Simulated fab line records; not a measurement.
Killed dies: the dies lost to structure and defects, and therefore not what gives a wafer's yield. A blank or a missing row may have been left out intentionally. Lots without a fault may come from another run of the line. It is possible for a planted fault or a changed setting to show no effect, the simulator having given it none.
Struck lot and sound lot, side by side || flow nandHarc || 14 out of 1302 route steps
Sound: the wafers L653.1, L653.4, L653.5. Struck: wafer L649.4 (left out: L649.1, L649.2 of the same lot, which were not struck); the cause appears at the end.
At each step with rows: each side's tool, then ch and its chambers, then its first start. Under that, the readings that differ: sound wafers || struck wafers || difference of the means || sigmas: that difference in standard deviations of wafers without a fault.
alike: words and numbers the same on both sides, and readings whose means are apart by under 2 such deviations; not compared: readings that were withheld, readings missing a value for some wafer, numbers with overlapping values and no deviation given by the record, and bounds like >300 which may hide the same value.
A row with sigmas, a row that says differs or no value, or rows on one side alone: a step with any of these is where the two part. Numbers that don't overlap but have no deviation are shown without sigmas and don't part them. A reading missing from all wafers of one side parts the sides only when that side holds two or more wafers.

NHARC_A_DECK1_JOINT_ETCHBACK_00: etches the open film in HBr, target depth 30 nm, time 17.4 s.
  sound on rieSi-04 ch 0,1,2, day 20 02:20; struck on rieSi-02 ch 3, day 17 21:32
  alike: drypumpMotorCurrentA, oesProductAu, throttleValvePct
  not compared: rfHoursCounterH
then, 8 steps without rows for these wafers: NHARC_A_DECK1_JOINT_PRECLEAN_30 (cleans in SC1); NHARC_A_DECK1_JOINT_SRD_31; NHARC_A_DECK1_JOINT_CVD_34 (deposits SiNx, target thk 20 nm); NHARC_A_DECK1_JOINT_DEP_06 (deposits SiOx, target thk 80 nm); NHARC_A_DECK1_JOINT_CURE_26 (time 32 s); NHARC_A_DECK1_JOINT_ANNEAL_27 (time 3600 s); NHARC_A_DECK1_JOINT_ANNEAL_28 (time 1800 s); NHARC_A_DECK1_JOINT_ANNEAL_29 (time 1800 s).
NHARC_A_DECK1_JOINT_CMP_02: polishes SiOx.
  sound on cmp-04 ch 1,3, day 21 04:09; struck on cmp-03 ch 0, day 18 20:16
  alike: motorCurrentA, retainingRingPressureFrac
after that, 1 step had no rows for these wafers: NHARC_A_DECK1_JOINT_SRD_15.
NHARC_A_DECK1_JOINT_DEP_16: deposits SiO2, target thk 45 nm.
  sound on pecvd-02 ch 1,2, day 21 04:31; struck on pecvd-03 ch 2, day 18 20:40
  alike: heaterPowerW, throttleValvePct
NHARC_A_DECK1_JOINT_THK_MEAS_17: measures by ellipsometry.
  sound on filmMetro-02 at day 21 04:48; struck on filmMetro-01 at day 18 20:56
{"reading": "thkNm (nm)", "sound": "46.5 45.3 44.9", "struck": 34.8, "difference": -10.8, "sigmas": -8}
NHARC_A_DECK1_JOINT_INSPECT_05:
  sound on defectInspect-01 at day 21 04:50; struck on defectInspect-01 at day 18 20:58
  alike: rawDefectCount

## WHERE THEY PART
At NHARC_A_DECK1_JOINT_THK_MEAS_17 and nowhere else, as far as this record goes. Later steps at which nothing parts them and some readings are alike: NHARC_A_DECK1_JOINT_INSPECT_05.

WHY: whatever the simulator had introduced
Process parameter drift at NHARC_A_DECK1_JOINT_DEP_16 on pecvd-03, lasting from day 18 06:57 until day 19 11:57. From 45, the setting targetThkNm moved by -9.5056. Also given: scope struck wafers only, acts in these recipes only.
